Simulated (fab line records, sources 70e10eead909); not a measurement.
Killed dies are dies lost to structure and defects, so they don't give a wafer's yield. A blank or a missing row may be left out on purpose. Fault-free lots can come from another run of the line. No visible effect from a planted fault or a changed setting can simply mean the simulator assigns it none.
fab line records | flow nand_harc
[record] lots = 6 | wafers = 18 | last_day = 33
route steps=1302 shown A_CHANNEL_HOLE_D2@600 A_CHANNEL_FILL_D2@610 END@1302
lots untouched by any fault: they come from a run of this same line in which no faults occurred
start_h: start of the lot's first displayed wafer, in hours after the record's first day | wait_h: time in hours since the lot's previous step | " the same as in the row above | L1.1+2: several wafers, shown together as one row | - no value, or no start was given | * or withheld: withheld | < > ~ a bound
route shown NAME@n: NAME is a module with steps in the file, n the number in the route of the first one | usual: mean and standard deviation over wafers with no fault | same: alike in all rows | chamber/n: place in a boat | sites: the reading at each site | _std_site: standard deviation across them | _edge_site: mean of outer sites minus mean of inner sites | radius_mm: for every site, how far away it sits from the centre of the wafer | mask NAME#n: copy n | behind: the most recent tool/chamber to have shaped the wafer | hold: the reason the lot was held/the length of the hold in hours/how it ended | device: the n, p or np transistor that did not switch | end of line: at the end of the route, the tests of the same wafers | step lacking rows: just its recipe | killed: count of dies lost to structure and defects at first sort (not the wafer's yield) | map: per-die view of a wafer (x killed, . not killed, _ where there is no die)
set.NAME: the run value of the setting; set.NAME@STEP: its run value at that earlier step | model.NAME: the simulator's own value behind a step, which no gauge read
a table for each step, a row for each wafer; lots at some steps of the route
services: from which hour (start_h, from the record's first day; less than 0 if before it) a tool's chamber was out of use, for how many hours, and why
[[steps]]
[step NHARC_A_CHANNEL_HOLE_D2_STRIP_41]
[recipe] n2_flow_sccm = 150 | h2_flow_sccm = 150 | ar_flow_sccm = 0 | bias_w = 0 | chemistry = N2/H2
[step NHARC_A_CHANNEL_HOLE_D2_STRIP_42]
[recipe] cf4_flow_sccm = 100 | chf3_flow_sccm = 30 | ar_flow_sccm = 0 | bias_w = 0 | chemistry = CF4/CHF3
[step NHARC_A_CHANNEL_HOLE_D2_STRIP_43]
[recipe] o2_flow_sccm = 400 | cos_flow_sccm = 20 | ar_flow_sccm = 0 | bias_w = 0 | chemistry = O2/COS
[step NHARC_A_CHANNEL_HOLE_D2_ETCH_44]
[recipe] target_depth_a = 1400 | overetch_a = 140 | time_s = 77 | ion_energy_ev = 100 | cf4_flow_sccm = 80 | o2_flow_sccm = 20 | ar_flow_sccm = 0 | rf_w = 300 | bias_w = 100 | chemistry = CF4/O2
[usual] drypump_motor_current_A = 5.9/0.46 | oes_product_au = 0.996/0.015 | rf_vpp_V = 198.1/1.3 | showerhead_plenum_p_Torr = 1.35/0.052 | throttle_valve_pct = 13.396/0.0081
lot.wafer | tool        | chamber | start_h | wait_h | drypump_motor_current_A | oes_product_au | rf_hours_counter_h | rf_vpp_V | showerhead_plenum_p_Torr | throttle_valve_pct
L380.4    | rie_diel-03 | 2       | 337.76  | 0.1    | 6.3                     | 0.994          | 1.8                | 197.5    | 1.30                     | 13.398
L380.6    | "           | 3       | "       | "      | 6.7                     | 1.004          | -                  | 199.1    | 1.40                     | 13.396
L380.5    | "           | 0       | "       | "      | 4.8                     | 0.991          | -                  | 199.8    | 1.39                     | 13.388
L382.2    | rie_diel-08 | 1       | 353.68  | 0.1    | 5.7                     | 1.011          | 9.0                | 197.5    | 1.33                     | 13.387
L382.3    | "           | 0       | "       | "      | 5.8                     | 0.974          | 8.9                | 197.1    | 1.30                     | 13.400
L382.5    | "           | 1       | "       | "      | 5.7                     | 1.010          | -                  | 197.2    | 1.33                     | 13.389
L392.3    | rie_diel-10 | 1       | 457.09  | 0.1    | 6.0                     | 0.992          | 1.1                | 196.5    | 1.29                     | 13.394
L392.4    | "           | 2       | "       | "      | 5.7                     | 0.994          | 1.2                | 196.1    | 1.30                     | 13.408
L392.6    | "           | 3       | "       | "      | 6.2                     | 1.031          | -                  | 198.6    | 1.36                     | 13.387
L391.2    | rie_diel-10 | 1       | 459.66  | 0.1    | 5.9                     | 1.006          | 1.3                | 196.5    | 1.29                     | 13.392
L391.3    | "           | 0       | "       | "      | 6.0                     | 0.993          | 1.5                | 199.2    | 1.43                     | 13.388
L391.5    | "           | 1       | "       | "      | 5.9                     | 0.996          | -                  | 195.8    | 1.29                     | 13.393
L397.4    | rie_diel-10 | 2       | 513.30  | 0.1    | 5.7                     | 0.995          | 3.8                | 196.9    | 1.30                     | 13.386
L397.5    | "           | 0       | "       | "      | 5.9                     | 0.990          | -                  | 200.5    | 1.43                     | 13.400
L397.6    | "           | 1       | "       | "      | 6.0                     | 1.012          | -                  | 197.3    | 1.29                     | 13.399
L398.2    | rie_diel-10 | 0       | 521.00  | 0.1    | 5.9                     | 0.984          | 4.5                | 200.8    | 1.43                     | 13.410
L398.1    | "           | 2       | "       | "      | 5.7                     | 0.989          | 4.0                | 196.6    | 1.30                     | 13.398
L398.5    | "           | 3       | "       | "      | 6.2                     | 1.015          | -                  | 197.5    | 1.36                     | 13.403
[step NHARC_A_CHANNEL_HOLE_D2_STRIP_28]
[recipe] o2_flow_sccm = 500 | ar_flow_sccm = 0 | bias_w = 0 | chemistry = O2
[usual] drypump_motor_current_A = 5.9/0.47 | oes_product_au = 0.998/0.016 | rf_vpp_V = 57.8/0.93 | showerhead_plenum_p_Torr = 3.57/0.13 | throttle_valve_pct = 17.036/0.0091
lot.wafer | tool        | chamber | start_h | wait_h | drypump_motor_current_A | oes_product_au | rf_hours_counter_h | rf_vpp_V | showerhead_plenum_p_Torr | throttle_valve_pct
L380.4    | rie_diel-03 | 3       | -       | -      | 6.7                     | 0.998          | 2.0                | 57.8     | 3.69                     | 17.056
L380.6    | "           | 1       | "       | "      | 5.0                     | 0.995          | -                  | 58.2     | 3.79                     | 17.047
L380.5    | "           | 2       | "       | "      | 6.3                     | 1.000          | -                  | 57.5     | 3.44                     | 17.038
L382.2    | rie_diel-08 | 2       | -       | -      | 5.6                     | 0.977          | 8.3                | 57.8     | 3.52                     | 17.030
L382.3    | "           | 3       | "       | "      | 5.9                     | 0.979          | 8.1                | 59.3     | 3.54                     | 17.035
L382.5    | "           | 2       | "       | "      | 5.6                     | 0.974          | -                  | 56.8     | 3.52                     | 17.033
L392.3    | rie_diel-10 | 0       | -       | -      | 6.0                     | 0.984          | 1.3                | 58.2     | 3.76                     | 17.044
L392.4    | "           | 3       | "       | "      | 6.2                     | 1.019          | 1.4                | 58.1     | 3.59                     | 17.035
L392.6    | "           | 1       | "       | "      | 6.0                     | 1.003          | -                  | 56.6     | 3.42                     | 17.030
L391.2    | rie_diel-10 | 3       | -       | -      | 6.2                     | 1.028          | 1.5                | 57.6     | 3.59                     | 17.032
L391.3    | "           | 0       | "       | "      | 6.0                     | 0.981          | 1.5                | 58.1     | 3.76                     | 17.045
L391.5    | "           | 2       | "       | "      | 5.7                     | 0.990          | -                  | 58.1     | 3.44                     | 17.022
L397.4    | rie_diel-10 | 1       | -       | -      | 6.0                     | 1.010          | 3.9                | 59.1     | 3.42                     | 17.039
L397.6    | "           | 2       | "       | "      | 5.7                     | 0.996          | -                  | 57.1     | 3.44                     | 17.034
L397.5    | "           | 3       | "       | "      | 6.2                     | 1.020          | -                  | 58.6     | 3.59                     | 17.047
L398.2    | rie_diel-10 | 3       | -       | -      | 6.2                     | 1.017          | 4.5                | 58.5     | 3.59                     | 17.029
L398.1    | "           | 0       | "       | "      | 6.0                     | 0.986          | 4.6                | 58.4     | 3.76                     | 17.036
L398.5    | "           | 2       | "       | "      | 5.8                     | 0.985          | -                  | 56.3     | 3.44                     | 17.035
[step NHARC_A_CHANNEL_HOLE_D2_PRECLEAN_29]
[recipe] time_s = * | temp_c = 50 | bath_age_min = 0 | chemistry = SC1
[step NHARC_A_CHANNEL_HOLE_D2_SRD_30]
[step NHARC_A_CHANNEL_HOLE_D2_CD_MEAS_31]
[usual] cd_nm = 89.9/1.9
lot.wafer | tool      | chamber | start_h | wait_h | cd_nm
L380.4    | cd_sem-01 | -       | 338.58  | 0.1    | 87.0
L380.5    | "         | -       | "       | "      | 89.2
L380.6    | "         | -       | "       | "      | 91.5
L382.2    | cd_sem-02 | -       | 354.48  | -      | 89.4
L382.3    | "         | -       | "       | "      | 88.8
L382.5    | "         | -       | "       | "      | 87.7
L392.3    | cd_sem-03 | -       | 457.88  | -      | 90.7
L392.4    | "         | -       | "       | "      | 90.2
L392.6    | "         | -       | "       | "      | 92.4
L391.2    | cd_sem-01 | -       | 460.47  | -      | 89.1
L391.3    | "         | -       | "       | "      | 90.0
L391.5    | "         | -       | "       | "      | 91.0
L397.4    | cd_sem-01 | -       | 514.10  | -      | 89.9
L397.5    | "         | -       | "       | "      | 89.2
L397.6    | "         | -       | "       | "      | 89.2
L398.1    | cd_sem-02 | -       | 521.79  | -      | 92.6
L398.2    | "         | -       | "       | "      | 90.5
L398.5    | "         | -       | "       | "      | 89.2
[step NHARC_A_CHANNEL_HOLE_D2_XSEM_32]
[recipe] landing_energy_ev = 35000
[usual] bot_cd_nm = 74.6/2 | bow_nm = 8.56/0.3 | tilt_deg = 0.07/0.04
lot.wafer | tool    | chamber | start_h | wait_h | bot_cd_nm | bow_nm | tilt_deg
L380.4    | xsem-01 | 0       | 338.67  | 0.1    | 70.7      | 8.67   | 0.03
L380.5    | "       | 0       | "       | "      | 74.0      | 8.65   | 0.03
L380.6    | "       | 0       | "       | "      | 75.8      | 8.56   | 0.03
L382.2    | xsem-01 | 0       | 354.57  | 0.1    | 74.2      | 8.69   | 0.07
L382.3    | "       | 0       | "       | "      | 73.5      | 8.72   | 0.07
L382.5    | "       | 0       | "       | "      | 72.5      | 8.70   | 0.07
L392.3    | xsem-01 | 0       | 457.96  | 0.1    | 75.9      | 8.19   | 0.04
L392.4    | "       | 0       | "       | "      | 74.7      | 8.18   | 0.04
L392.6    | "       | 0       | "       | "      | 77.4      | 8.21   | 0.04
L391.2    | xsem-02 | 0       | 460.56  | 0.1    | 72.6      | 8.61   | 0.07
L391.3    | "       | 0       | "       | "      | 73.1      | 8.67   | 0.08
L391.5    | "       | 0       | "       | "      | 74.9      | 8.56   | 0.08
L397.4    | xsem-02 | 0       | 514.19  | 0.1    | 74.4      | 8.14   | 0.07
L397.5    | "       | 0       | "       | "      | 73.3      | 8.19   | 0.07
L397.6    | "       | 0       | "       | "      | 73.3      | 8.12   | 0.07
L398.1    | xsem-01 | 0       | 521.87  | 0.1    | 77.5      | 8.67   | 0.11
L398.2    | "       | 0       | "       | "      | 75.1      | 8.67   | 0.10
L398.5    | "       | 0       | "       | "      | 73.7      | 8.70   | 0.11
[step NHARC_A_CHANNEL_HOLE_D2_INSPECT_40]
[usual] raw_defect_count = 280/86
lot.wafer | tool              | chamber | start_h | wait_h | raw_defect_count
L380.4    | defect_inspect-01 | -       | 338.76  | -      | 223
L380.5    | "                 | -       | "       | "      | 276
L380.6    | "                 | -       | "       | "      | 211
L382.2    | defect_inspect-01 | -       | 354.66  | -      | 248
L382.3    | "                 | -       | "       | "      | 269
L382.5    | "                 | -       | "       | "      | 231
L392.3    | defect_inspect-02 | -       | 458.05  | -      | 297
L392.4    | "                 | -       | "       | "      | 232
L392.6    | "                 | -       | "       | "      | 201
L391.2    | defect_inspect-02 | -       | 460.66  | -      | 309
L391.3    | "                 | -       | "       | "      | 298
L391.5    | "                 | -       | "       | "      | 262
L397.4    | defect_inspect-02 | -       | 514.28  | -      | 190
L397.5    | "                 | -       | "       | "      | 162
L397.6    | "                 | -       | "       | "      | 106
L398.1    | defect_inspect-01 | -       | 521.97  | -      | 322
L398.2    | "                 | -       | "       | "      | 301
L398.5    | "                 | -       | "       | "      | 384
[step NHARC_A_CHANNEL_FILL_D2_PRECLEAN_00]
[recipe] time_s = * | temp_c = 50 | bath_age_min = 0 | chemistry = SC1
[step NHARC_A_CHANNEL_FILL_D2_SRD_01]
[step NHARC_A_CHANNEL_FILL_D2_ALD_02]
[recipe] target_thk_a = 60 | pulse_time_s = 10 | ald_cycles = 60 | temp_c = 300 | material = SiO2
[usual] ald_cycles = 60/0 | heater_power_outer_w = 264/35 | heater_power_w = 473/51 | precursor_pulse_height_rel = 0.999/0.02
lot.wafer | tool      | chamber | start_h | wait_h | ald_cycles | heater_power_outer_w | heater_power_w | precursor_pulse_height_rel | since_wet_clean_h
L380.4    | ald_hk-01 | 3       | 338.99  | 0.1    | 60         | 250                  | 455            | 0.989                      | 29
L380.5    | "         | 3       | "       | "      | 60         | 263                  | 450            | 0.988                      | -
L380.6    | "         | 0       | "       | "      | 60         | 269                  | 487            | 0.985                      | -
L382.2    | ald_hk-04 | 1       | 354.93  | -      | 60         | 275                  | 490            | 0.987                      | 90
L382.3    | "         | 3       | "       | "      | 60         | 268                  | 485            | 0.967                      | 91
L382.5    | "         | 1       | "       | "      | 60         | 272                  | 471            | 1.002                      | -
L392.3    | ald_hk-01 | 3       | 458.29  | 0.1    | -          | -                    | -              | -                          | -
L392.4    | "         | 2       | "       | "      | -          | -                    | -              | -                          | -
L392.6    | "         | 0       | "       | "      | -          | -                    | -              | -                          | -
L391.2    | ald_hk-04 | 0       | 460.92  | -      | -          | -                    | -              | -                          | -
L391.3    | "         | 2       | "       | "      | -          | -                    | -              | -                          | -
L391.5    | "         | 0       | "       | "      | -          | -                    | -              | -                          | -
L397.4    | ald_hk-02 | 3       | 514.69  | -      | 60         | 236                  | 409            | 1.005                      | 155
L397.6    | "         | 0       | "       | "      | 60         | 256                  | 466            | 1.006                      | -
L397.5    | "         | 1       | "       | "      | 60         | 231                  | 427            | 0.974                      | -
L398.1    | ald_hk-01 | 1       | 522.24  | -      | 60         | 348                  | 574            | 1.036                      | 34
L398.2    | "         | 3       | "       | "      | 60         | 263                  | 461            | 1.008                      | 35
L398.5    | "         | 0       | "       | "      | 60         | 262                  | 465            | 1.002                      | -
[step NHARC_A_CHANNEL_FILL_D2_ALD_03]
[recipe] target_thk_a = 60 | pulse_time_s = 60 | ald_cycles = 58 | temp_c = 630 | pressure_torr = 2 | material = SiNx
[usual] chamber_pressure_Torr = 2.001/0.0041 | precursor_pulse_height_rel = 0.999/0.02
[same] ald_cycles = 58
lot.wafer | tool             | chamber | start_h | wait_h | chamber_pressure_Torr | precursor_pulse_height_rel
L380.4    | ald_sin_batch-02 | 0       | -       | -      | 1.999                 | 1.035
L380.5    | "                | 0       | "       | "      | 2.001                 | 1.004
L380.6    | "                | 0       | "       | "      | 2.003                 | 1.046
L382.2    | ald_sin_batch-01 | 0       | -       | -      | 2.007                 | 1.018
L382.3    | "                | 0       | "       | "      | 1.997                 | 1.007
L382.5    | "                | 0       | "       | "      | 1.998                 | 1.034
L391.2    | ald_sin_batch-02 | 0       | -       | -      | 2.001                 | 1.016
L391.3    | "                | 0       | "       | "      | 2.004                 | 0.991
L391.5    | "                | 0       | "       | "      | 2.006                 | 1.023
L392.3    | ald_sin_batch-02 | 0       | -       | -      | 1.998                 | 1.018
L392.4    | "                | 0       | "       | "      | 1.995                 | 0.995
L392.6    | "                | 0       | "       | "      | 2.000                 | 0.991
L397.4    | ald_sin_batch-02 | 0       | -       | -      | 2.011                 | 1.037
L397.5    | "                | 0       | "       | "      | 2.003                 | 1.012
L397.6    | "                | 0       | "       | "      | 2.011                 | 1.005
L398.1    | ald_sin_batch-03 | 0       | -       | -      | 1.999                 | 1.005
L398.2    | "                | 0       | "       | "      | 1.996                 | 0.980
L398.5    | "                | 0       | "       | "      | 1.998                 | 1.007
[step NHARC_END_SORT_01]
[recipe] temp_c = 25
[usual] killed_at_array = 56/20 | killed_at_other = 0.9/1.1 | killed_at_periphery = 3.7/3 | killed_dies = 61/21 | killed_open = 2.9/1.6 | killed_short = 2.6/1.4
[same] gross_dies = 677
lot.wafer | tool      | chamber | start_h | wait_h | killed_at_array | killed_at_other | killed_at_periphery | killed_dies | killed_open | killed_short
L392.3    | prober-01 | 0       | 719.63  | 3.1    | 670             | 4               | 3                   | 677         | 1           | 2
L392.4    | prober-01 | 0       | 720.43  | 3.4    | 665             | 3               | 9                   | 677         | 4           | 5
L392.6    | prober-01 | 0       | 722.05  | 4.0    | 670             | 3               | 4                   | 677         | 0           | 3
L391.2    | prober-02 | 0       | 725.63  | 2.8    | 673             | 0               | 4                   | 677         | 5           | 3
L391.3    | prober-02 | 0       | 726.42  | 3.1    | 675             | 0               | 2                   | 677         | 4           | 0
L391.5    | prober-02 | 0       | 728.00  | 3.7    | 675             | 0               | 2                   | 677         | 4           | 2
// killed by level:class
L392.3 A_CHANNEL_FILL_D2:area_ald=601 A_SLIT:chamber_film_flake=28 A_CHANNEL_HOLE_D2:chamber_film_flake=22 A_STAIRCASE:chamber_film_flake=7 A_CHANNEL_HOLE_D1:chamber_film_flake=3 THIN_TSV:chamber_film_flake=3 A_WL_FILL:chamber_film_flake=2 A_CONTACT:chamber_film_flake=2
L392.4 A_CHANNEL_FILL_D2:area_ald=589 A_CHANNEL_HOLE_D2:chamber_film_flake=29 A_SLIT:chamber_film_flake=23 A_CHANNEL_HOLE_D1:chamber_film_flake=8 P_GATE:chamber_film_flake=3 P_M2:chamber_film_flake=3 A_STAIRCASE:chamber_film_flake=3 P_CONTACT:chamber_film_flake=2
L392.6 A_CHANNEL_FILL_D2:area_ald=595 A_SLIT:chamber_film_flake=34 A_CHANNEL_HOLE_D2:chamber_film_flake=21 A_CHANNEL_HOLE_D1:chamber_film_flake=7 A_STAIRCASE:chamber_film_flake=4 THIN_TSV:chamber_film_flake=3 P_CONTACT:chamber_film_flake=2 P_M2:chamber_film_flake=2
L391.2 A_CHANNEL_FILL_D2:area_ald=640 A_CHANNEL_HOLE_D1:chamber_film_flake=16 A_DECK1_JOINT:chamber_film_flake=3 A_STAIRCASE:chamber_film_flake=3 P_CONTACT:geometric_particle:open=2 A_SLIT:chamber_film_flake=2 A_CHANNEL_FILL_D1:geometric_particle:short=1 A_DECK1_JOINT:geometric_particle:short=1
L391.3 A_CHANNEL_FILL_D2:area_ald=643 A_CHANNEL_HOLE_D1:chamber_film_flake=21 A_STAIRCASE:chamber_film_flake=3 P_CONTACT:geometric_particle:open=1 A_ONON_D2:geometric_particle:open=1 A_SLIT:geometric_particle:open=1 A_BLC:geometric_particle:open=1 P_ZERO_WELL:chamber_film_flake=1
L391.5 A_CHANNEL_FILL_D2:area_ald=627 A_CHANNEL_HOLE_D1:chamber_film_flake=36 A_CONTACT:chamber_film_flake=4 A_STAIRCASE:chamber_film_flake=2 P_GATE:geometric_particle:open=1 P_M0:geometric_particle:short=1 A_SOURCE_PLATE:geometric_particle:short=1 A_CHANNEL_FILL_D1:geometric_particle:open=1
// map L391.2 (x killed, . not)
____________x____________
_________xxxxxxx_________
_______xxxxxxxxxxx_______
______xxxxxxxxxxxxx______
_____xxxxxxxxxxxxxxx_____
____xxxxxxxxxxxxxxxxx____
____xxxxxxxxxxxxxxxxx____
___xxxxxxxxxxxxxxxxxxx___
___xxxxxxxxxxxxxxxxxxx___
__xxxxxxxxxxxxxxxxxxxxx__
__xxxxxxxxxxxxxxxxxxxxx__
_xxxxxxxxxxxxxxxxxxxxxxx_
_xxxxxxxxxxxxxxxxxxxxxxx_
_xxxxxxxxxxxxxxxxxxxxxxx_
_xxxxxxxxxxxxxxxxxxxxxxx_
_xxxxxxxxxxxxxxxxxxxxxxx_
xxxxxxxxxxxxxxxxxxxxxxxxx
xxxxxxxxxxxxxxxxxxxxxxxxx
xxxxxxxxxxxxxxxxxxxxxxxxx
xxxxxxxxxxxxxxxxxxxxxxxxx
xxxxxxxxxxxxxxxxxxxxxxxxx
_xxxxxxxxxxxxxxxxxxxxxxx_
_xxxxxxxxxxxxxxxxxxxxxxx_
_xxxxxxxxxxxxxxxxxxxxxxx_
_xxxxxxxxxxxxxxxxxxxxxxx_
_xxxxxxxxxxxxxxxxxxxxxxx_
__xxxxxxxxxxxxxxxxxxxxx__
__xxxxxxxxxxxxxxxxxxxxx__
___xxxxxxxxxxxxxxxxxxx___
___xxxxxxxxxxxxxxxxxxx___
____xxxxxxxxxxxxxxxxx____
____xxxxxxxxxxxxxxxxx____
_____xxxxxxxxxxxxxxx_____
______xxxxxxxxxxxxx______
_______xxxxxxxxxxx_______
_________xxxxxxx_________
____________x____________
// map L392.3 (x killed, . not)
____________x____________
_________xxxxxxx_________
_______xxxxxxxxxxx_______
______xxxxxxxxxxxxx______
_____xxxxxxxxxxxxxxx_____
____xxxxxxxxxxxxxxxxx____
____xxxxxxxxxxxxxxxxx____
___xxxxxxxxxxxxxxxxxxx___
___xxxxxxxxxxxxxxxxxxx___
__xxxxxxxxxxxxxxxxxxxxx__
__xxxxxxxxxxxxxxxxxxxxx__
_xxxxxxxxxxxxxxxxxxxxxxx_
_xxxxxxxxxxxxxxxxxxxxxxx_
_xxxxxxxxxxxxxxxxxxxxxxx_
_xxxxxxxxxxxxxxxxxxxxxxx_
_xxxxxxxxxxxxxxxxxxxxxxx_
xxxxxxxxxxxxxxxxxxxxxxxxx
xxxxxxxxxxxxxxxxxxxxxxxxx
xxxxxxxxxxxxxxxxxxxxxxxxx
xxxxxxxxxxxxxxxxxxxxxxxxx
xxxxxxxxxxxxxxxxxxxxxxxxx
_xxxxxxxxxxxxxxxxxxxxxxx_
_xxxxxxxxxxxxxxxxxxxxxxx_
_xxxxxxxxxxxxxxxxxxxxxxx_
_xxxxxxxxxxxxxxxxxxxxxxx_
_xxxxxxxxxxxxxxxxxxxxxxx_
__xxxxxxxxxxxxxxxxxxxxx__
__xxxxxxxxxxxxxxxxxxxxx__
___xxxxxxxxxxxxxxxxxxx___
___xxxxxxxxxxxxxxxxxxx___
____xxxxxxxxxxxxxxxxx____
____xxxxxxxxxxxxxxxxx____
_____xxxxxxxxxxxxxxx_____
______xxxxxxxxxxxxx______
_______xxxxxxxxxxx_______
_________xxxxxxx_________
____________x____________
[[services]]
tool             | chamber | start_h | hours | kind
ald_sin_batch-01 | -       | 320.95  | 6.6   | repair
ald_hk-01        | -       | 321.81  | 2.1   | repair
rie_diel-10      | 0       | 325.10  | -     | clean
rie_diel-10      | 1       | 325.10  | -     | clean
rie_diel-10      | 2       | 325.10  | -     | clean
rie_diel-10      | 1       | 339.13  | 10.0  | repair
rie_diel-03      | 2       | 366.26  | 4.7   | repair
ald_hk-01        | -       | 367.23  | 0.8   | repair
rie_diel-03      | 3       | 367.37  | 8.3   | repair
rie_diel-08      | -       | 368.10  | 9.0   | pm
rie_diel-10      | 0       | 369.00  | 6.5   | repair
xsem-01          | -       | 374.00  | 14.0  | pm
ald_sin_batch-02 | -       | 379.32  | 12.8  | repair
rie_diel-08      | -       | 391.56  | 1.4   | repair
rie_diel-08      | 0       | 412.51  | 4.9   | repair
rie_diel-10      | -       | 419.60  | 9.0   | pm
rie_diel-08      | 3       | 427.07  | 6.3   | repair
ald_hk-04        | -       | 432.67  | 10.0  | pm
rie_diel-08      | 1       | 446.20  | 4.5   | repair
rie_diel-03      | -       | 458.97  | 9.0   | pm
rie_diel-03      | -       | 473.33  | 0.1   | repair
ald_hk-01        | -       | 477.95  | 10.0  | pm
rie_diel-03      | 1       | 490.30  | 8.7   | repair
ald_sin_batch-01 | -       | 506.00  | 26.0  | pm
[[key]]
[first_sign] step = NHARC_A_CHANNEL_FILL_D2_ALD_02 | reading = tool_record | direction = missing
[effect] step = NHARC_END_SORT_01 | reading = killed_at_array | direction = up | sigmas = 30 | usual = 56 | struck = 671
[more_kills_born_at] NHARC_A_CHANNEL_FILL_D2_ALD_02@ald_hk-04 = 1909 | NHARC_A_CHANNEL_FILL_D2_ALD_02@ald_hk-01 = 1784
met_at NHARC_A_CHANNEL_FILL_D2_ALD_02
struck_wafers L391.2,L391.3,L391.5,L392.3,L392.4,L392.6
later_rows_left_out L391.2,L391.3,L391.5,L392.3,L392.4,L392.6
tester_left_out L391,L392
onset_between 354.93 458.29
[fault] kind = skipped_step_whole | tool = ald_hk-01,ald_hk-04 | chamber = - | onset_h = 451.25 | steps = NHARC_A_CHANNEL_FILL_D2_ALD_02 | scope = struck_lots_only
// tester_left_out: of these lots the tester's yield and bins aren't shown, on N5 and GAA mostly nor the transistor test; their killed dies are dies lost to structure and defects alone, not to doping, threshold or leakage, so they don't give the yield
// later_rows_left_out: the simulator's readings of these wafers behind a module that went badly wrong aren't trusted and aren't shown, but for the sort
